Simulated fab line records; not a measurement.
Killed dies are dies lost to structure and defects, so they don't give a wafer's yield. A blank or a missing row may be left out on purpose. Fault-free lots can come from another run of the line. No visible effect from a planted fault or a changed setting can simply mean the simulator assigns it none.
Chamber matching	flow n5 finfet	4 sister chambers for N5_SD_EPI_N_ETCH_16 on rie diel-04
The step etches SiO2 in CHF3/O2, target depth 5 nm. 8 wafers are shown with their chamber, then 8 later ones without.

## EACH WAFER AND ITS CHAMBER
wafer	chamber	showerhead plenum p Torr (Torr)	rf vpp V (V)
L076.3	3	2.48	537
L076.5	0	2.45	533
L078.6	1	2.38	531
L084.2	1	2.37	532
L085.1	3	2.47	536
L085.3	0	2.44	531
L085.4	2	2.34	517
L088.1	2	2.34	517

## WAFERS WHOSE CHAMBER IS MISSING
wafer	showerhead plenum p Torr (Torr)	rf vpp V (V)
L088.5	2.44	533
L088.6	2.47	538
L093.1	2.44	533
L093.3	2.37	532
L093.4	2.34	518
L097.1	2.36	533
L097.4	2.43	532
L097.5	2.36	533

## WHICH CHAMBER EACH ONE RAN IN
wafer	from the rows above	in truth
L088.5	0	0
L088.6	3	3
L093.1	0	0
L093.3	1	1
L093.4	2	2
L097.1	1	1
L097.4	0	0
L097.5	1	1
Placed correctly: 8 of 8. Can't be placed from these rows: 0. Number placed wrongly: 0.
How it was worked out, from the rows above alone: a wafer's distance from a chamber is the root of the sum, over the readings, of the square of ((its reading less the chamber's mean) divided by the reading's scatter). If the next closest chamber is less than 2 further off than the closest, the wafer can't be placed; otherwise it belongs to the closest. A chamber's mean is the mean of its shown wafers. How the scatter is found: for the shown wafers, subtract from each reading the mean of its chamber, square and add these, divide the total by (wafers less chambers), then take the root.
